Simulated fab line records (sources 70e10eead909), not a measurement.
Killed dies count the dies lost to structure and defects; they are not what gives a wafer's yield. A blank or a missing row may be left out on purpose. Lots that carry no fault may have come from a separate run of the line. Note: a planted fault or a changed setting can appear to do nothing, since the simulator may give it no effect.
One fault seen from 2 desks :: flow nand harc :: numbers are kept per desk, each desk with only its own; the story behind them comes last

AT THE METROLOGY DESK
Means of the sampled wafers that have a number, per lot and without regard to the tool the lot ran on: this is what the gauges read. If a lot's mean is further than 4 standard deviations from the usual mean, the lot is out of limits and carries the mark OUT (the distance appears in the brackets).
Columns: A = cd nm at NHARC_A_CHANNEL_HOLE_D1_CD_MEAS_10, usual 100.2 nm
lot: L645
first seen here: day 9 01:06
A: 100.4

lot: L648
first seen here: day 10 03:08
A: 100.1

lot: L650
first seen here: day 10 22:34
A: 100.2

lot: L653
first seen here: day 12 07:15
A: 100.3

lot: L654
first seen here: day 12 20:08
A: 100.0

lot: L655
first seen here: day 13 01:05
A: 102.5

lot: L656
first seen here: day 13 07:31
A: 102.3

lot: L660
first seen here: day 15 02:24
A: 100.6

lot: L661
first seen here: day 15 14:02
A: 101.0

lot: L662
first seen here: day 16 04:52
A: 101.0

lot: L665
first seen here: day 17 05:25
A: 99.8
This desk found nothing out of limits on any of the 11 lots.

FOR THE TOOL OWNER'S DESK: litho track-01
The tool's own readings at NHARC_A_CHANNEL_HOLE_D1_PEB_08 (peb time 65 s): means of the sampled wafers that have a number, for each lot that ran on this tool. If a lot's mean is further than 4 standard deviations from the usual mean, the lot is out of limits and carries the mark OUT (the distance appears in the brackets).
Columns: A = chill plate temp C at NHARC_A_CHANNEL_HOLE_D1_PEB_08, usual 22.97 C; B = exhaust pa at NHARC_A_CHANNEL_HOLE_D1_PEB_08, usual 44.9 Pa
lot: L648
first seen here: day 10 03:03
A: 22.84
B: 44.7

lot: L655
first seen here: day 13 01:00
A: 22.89
B: 44.2

lot: L656
first seen here: day 13 07:26
A: 22.89
B: 44.5

lot: L665
first seen here: day 17 05:20
A: 23.13
B: 44.5
This desk found nothing out of limits on any of the 4 lots.

TAKEN TOGETHER
Metrology desk: nothing out of limits seen.
The desk of the tool owner found nothing out of limits.

WHAT THE SIMULATOR HAD PUT IN
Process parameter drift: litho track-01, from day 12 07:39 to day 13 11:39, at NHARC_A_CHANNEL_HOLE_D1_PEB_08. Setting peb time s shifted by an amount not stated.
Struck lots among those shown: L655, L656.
